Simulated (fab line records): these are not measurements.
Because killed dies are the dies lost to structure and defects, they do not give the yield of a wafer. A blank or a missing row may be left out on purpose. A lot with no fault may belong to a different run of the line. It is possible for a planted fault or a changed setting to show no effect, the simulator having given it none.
Which tool is to blame? ; flow n5_finfet ; 21 lots, 63 wafers sampled, at 4 steps of a route of 1938

== WHAT EACH GAUGE READ, for each wafer ==
N5_BEOL_M6_OVL_MEAS_29.
lot;measured;on;V5_OVL (nm)
L074;day 10 08:29;overlay-01;-1.4 -1.0 -0.3
L076;day 10 10:58;overlay-01;0.6 -0.5 0.0
L075;day 10 14:56;overlay-02;0.0 -0.6 -0.7
L077;day 10 22:12;overlay-02;0.6 0.8 -0.1
L078;day 11 06:46;overlay-02;1.3 1.1 0.5
L079;day 11 15:31;overlay-02;-0.2 -0.2 0.4
L080;day 11 17:19;overlay-02;-0.3 0.3 -0.9
L081;day 11 17:51;overlay-02;0.9 1.0 0.7
L082;day 12 01:15;overlay-01;-0.3 0.1 0.7
L085;day 12 07:56;overlay-02;0.5 0.2 0.5
L084;day 13 00:21;overlay-02;-0.4 -0.2 0.0
L087;day 13 02:07;overlay-01;-0.3 0.1 0.3
L086;day 13 05:34;overlay-01;0.6 0.9 0.0
L088;day 13 18:53;overlay-01;-0.6 -0.6 -0.8
L091;day 14 17:11;overlay-02;0.7 0.7 0.4
L092;day 14 20:59;overlay-02;-0.6 -0.1 0.3
L094;day 14 23:31;overlay-02;-0.1 0.1 0.7
L093;day 15 02:35;overlay-01;-0.7 -0.7 -0.4
L095;day 15 04:58;overlay-02;-0.6 -0.5 0.3
L096;day 15 05:40;overlay-01;0.5 0.6 0.9
L097;day 16 01:43;overlay-01;-1.1 0.2 -0.7

== WHICH TOOL RAN EACH LOT (tool, then ch and the chambers of the sampled wafers, then the start) ==
lot;N5_BEOL_M5_STRIP_36;N5_BEOL_M5_STRIP_91;N5_BEOL_M6_ILD_DEP_00
L074;rie_diel-04 ch 1,2, day 9 21:25;rie_diel-04 ch 1,2, day 10 05:48 or earlier;pecvd-04 ch 0,1,2, day 10 05:48
L076;rie_diel-06 ch 0,2,3, day 10 00:35;rie_diel-06 ch 0,2,3, day 10 07:52 or earlier;pecvd-04 ch 1,2, day 10 07:52
L075;rie_diel-06 ch 0,2,3, day 10 00:58;rie_diel-06 ch 0,2,3, day 10 09:34 or earlier;pecvd-01 ch 0,1, day 10 09:34
L077;rie_diel-06 ch 1,3, day 10 09:12;rie_diel-06 ch 1,3, day 10 17:32 or earlier;pecvd-02 ch 0,2, day 10 17:32
L078;rie_diel-02 ch 0,1,3, day 10 19:47;rie_diel-02 ch 0,1,3, day 11 04:02 or earlier;pecvd-01 ch 0,1,2, day 11 04:02
L079;rie_diel-06 ch 0,1,3, day 10 23:19;rie_diel-06 ch 0,1,3, day 11 08:48 or earlier;pecvd-04 ch 1,2, day 11 08:48
L080;rie_diel-04 ch 0,1,2, day 11 06:07;rie_diel-04 ch 0,1,2, day 11 13:22 or earlier;pecvd-02 ch 0,1,2, day 11 13:22
L081;rie_diel-06 ch 0,1,3, day 11 07:03;rie_diel-06 ch 0,1,3, day 11 14:04 or earlier;pecvd-02 ch 1,2, day 11 14:04
L082;rie_diel-06 ch 2,3, day 11 12:41;rie_diel-06 ch 2,3, day 11 19:45 or earlier;pecvd-02 ch 0,1, day 11 19:45
L085;rie_diel-02 ch 0,2,3, day 11 16:30;rie_diel-02 ch 0,2,3, day 12 00:00 or earlier;pecvd-01 ch 0, day 12 00:00
L084;rie_diel-06 ch 1,2, day 12 13:57;rie_diel-06 ch 1,2, day 12 20:49 or earlier;pecvd-02 ch 0,1,2, day 12 20:49
L087;rie_diel-04 ch 0,1,2, day 12 14:41;rie_diel-04 ch 0,1,2, day 12 21:41 or earlier;pecvd-02 ch 0,2, day 12 21:41
L086;rie_diel-06 ch 1,3, day 12 18:09;rie_diel-06 ch 1,3, day 13 01:46 or earlier;pecvd-04 ch 0,1, day 13 01:46
L088;rie_diel-04 ch 0,1, day 13 08:11;rie_diel-04 ch 0,1, day 13 15:58 or earlier;pecvd-02 ch 1,2, day 13 15:58
L091;rie_diel-06 ch 1,2,3, day 14 03:06;rie_diel-06 ch 1,2,3, day 14 10:41 or earlier;pecvd-04 ch 0,1, day 14 10:41
L092;rie_diel-06 ch 0,1,3, day 14 09:20;rie_diel-06 ch 0,1,3, day 14 18:14 or earlier;pecvd-02 ch 1,2, day 14 18:14
L094;rie_diel-02 ch 1,2,3, day 14 12:35;rie_diel-02 ch 1,2,3, day 14 20:18 or earlier;pecvd-01 ch 0,1, day 14 20:18
L093;rie_diel-04 ch 0,2, day 14 12:58;rie_diel-04 ch 0,2, day 14 20:40 or earlier;pecvd-04 ch 0,2, day 14 20:40
L095;rie_diel-04 ch 0,1,3, day 14 17:33;rie_diel-04 ch 0,1,3, day 15 01:04 or earlier;pecvd-02 ch 0,1,2, day 15 01:04
L096;rie_diel-06 ch 1,2,3, day 14 17:44;rie_diel-06 ch 0,2,3, day 15 01:32 or earlier;pecvd-01 ch 1,2, day 15 01:32
L097;rie_diel-02 ch 0,1,3, day 15 14:29;rie_diel-02 ch 0,1,3, day 15 22:07 or earlier;pecvd-02 ch 0,2, day 15 22:07
- N5_BEOL_M5_STRIP_36: strips in N2/H2.
- N5_BEOL_M5_STRIP_91: strips in N2/H2, time 10 s.
- N5_BEOL_M6_ILD_DEP_00: deposits SiCOH lowk from DEMS/porogen, target thk 179.75 nm, time 33.4 s.

== AS READ BY THE TOOLS THEMSELVES (means over the sampled wafers that have a number; for cases with no such wafer, the mark the record gives instead) ==
N5_BEOL_M5_STRIP_36.
lot;tool;drypump_motor_current_A (A);oes_product_au (a.u.);rf_vpp_V (V);showerhead_plenum_p_Torr (Torr);throttle_valve_pct (%)
L074;rie_diel-04;5.2;0.75;59.5;2.46;23.32
L076;rie_diel-06;5.7;0.79;58.7;2.52;23.69
L075;rie_diel-06;5.7;0.80;59.8;2.52;23.69
L077;rie_diel-06;5.6;0.71;57.3;2.60;23.96
L078;rie_diel-02;6.2;0.79;60.0;2.57;23.80
L079;rie_diel-06;5.8;0.77;60.3;2.58;23.82
L080;rie_diel-04;5.5;0.80;58.1;2.48;23.44
L081;rie_diel-06;5.8;0.76;59.1;2.58;23.83
L082;rie_diel-06;5.4;0.74;59.6;2.46;23.74
L085;rie_diel-02;6.2;0.80;59.4;2.50;23.85
L084;rie_diel-06;5.9;0.71;59.1;2.56;23.99
L087;rie_diel-04;5.4;0.79;58.5;2.47;23.47
L086;rie_diel-06;5.3;0.70;57.8;2.56;23.85
L088;rie_diel-04;5.4;0.84;60.7;2.53;23.60
L091;rie_diel-06;5.6;0.70;58.5;2.52;23.87
L092;rie_diel-06;5.8;0.75;60.1;2.58;23.84
L094;rie_diel-02;6.6;0.76;58.1;2.52;23.81
L093;rie_diel-04;5.7;0.79;57.8;2.43;23.44
L095;rie_diel-04;5.6;0.80;57.9;2.48;23.65
L096;rie_diel-06;5.5;0.71;60.1;2.52;23.88
L097;rie_diel-02;6.2;0.76;60.7;2.55;23.83

N5_BEOL_M5_STRIP_91.
lot;tool;drypump_motor_current_A (A);oes_product_au (a.u.);rf_vpp_V (V);showerhead_plenum_p_Torr (Torr);throttle_valve_pct (%)
L074;rie_diel-04;5.2;0.75;59.3;2.46;23.33
L076;rie_diel-06;5.7;0.80;58.4;2.52;23.69
L075;rie_diel-06;5.7;0.80;59.1;2.52;23.70
L077;rie_diel-06;5.7;0.71;59.6;2.60;23.95
L078;rie_diel-02;6.2;0.79;59.4;2.57;23.78
L079;rie_diel-06;5.8;0.77;59.1;2.58;23.81
L080;rie_diel-04;5.5;0.81;59.2;2.48;23.44
L081;rie_diel-06;5.8;0.77;58.8;2.58;23.81
L082;rie_diel-06;5.4;0.74;59.6;2.46;23.73
L085;rie_diel-02;6.2;0.80;59.7;2.50;23.85
L084;rie_diel-06;5.9;0.71;59.3;2.56;23.98
L087;rie_diel-04;5.4;0.79;58.9;2.47;23.46
L086;rie_diel-06;5.3;0.71;59.0;2.56;23.85
L088;rie_diel-04;5.4;0.84;59.2;2.53;23.60
L091;rie_diel-06;5.5;0.71;58.3;2.52;23.87
L092;rie_diel-06;5.8;0.74;59.2;2.57;23.85
L094;rie_diel-02;6.6;0.75;59.0;2.52;23.82
L093;rie_diel-04;5.7;0.79;59.3;2.43;23.45
L095;rie_diel-04;5.6;0.81;59.3;2.48;23.66
L096;rie_diel-06;5.7;0.75;60.0;2.51;23.74
L097;rie_diel-02;6.2;0.75;60.2;2.55;23.83

N5_BEOL_M6_ILD_DEP_00.
lot;tool;heater_power_w (W);showerhead_plenum_p_Torr (Torr);throttle_valve_pct (%)
L074;pecvd-04;323;5.729;13.9
L076;pecvd-04;288;5.720;13.6
L075;pecvd-01;282;5.739;13.0
L077;pecvd-02;320;5.726;14.0
L078;pecvd-01;247;5.748;13.0
L079;pecvd-04;282;5.736;14.0
L080;pecvd-02;335;5.731;14.4
L081;pecvd-02;312;5.712;14.1
L082;pecvd-02;317;5.735;15.0
L085;pecvd-01;282;5.746;13.4
L084;pecvd-02;305;5.735;14.4
L087;pecvd-02;311;5.721;13.9
L086;pecvd-04;306;5.742;14.4
L088;pecvd-02;360;5.719;14.4
L091;pecvd-04;333;5.740;14.1
L092;pecvd-02;330;5.717;14.1
L094;pecvd-01;272;5.736;13.1
L093;pecvd-04;306;5.733;13.7
L095;pecvd-02;334;5.735;14.4
L096;pecvd-01;274;5.736;12.6
L097;pecvd-02;319;5.722;13.9

== THE ANSWER, worked out from the rows above alone ==
Rule: the lots themselves supply what counts as usual. The widest of any qualifying gaps counts: lots, ordered by their means at a reading, are off when they make up no more than a third of the lots, leave a main group of 4 or more, and stand apart from it by 3 or more times the standard deviation of that group's means. Not used: any main group whose means are identical at the precision the tables above print for the reading. Also off: a lot with no number at a reading for which 4 or more lots have one. The other lots that the step has rows for count as sound. The gauges are gone through in route order, then the tools' own readings, and for those a lot's mean is taken as printed above. At the first step where some lot is off, the reading lying furthest off is the one used; lots without a number count as furthest.
Across all readings shown, no lot is off: no conclusion can be drawn from this.

== WHAT THE SIMULATOR HAD PUT IN ==
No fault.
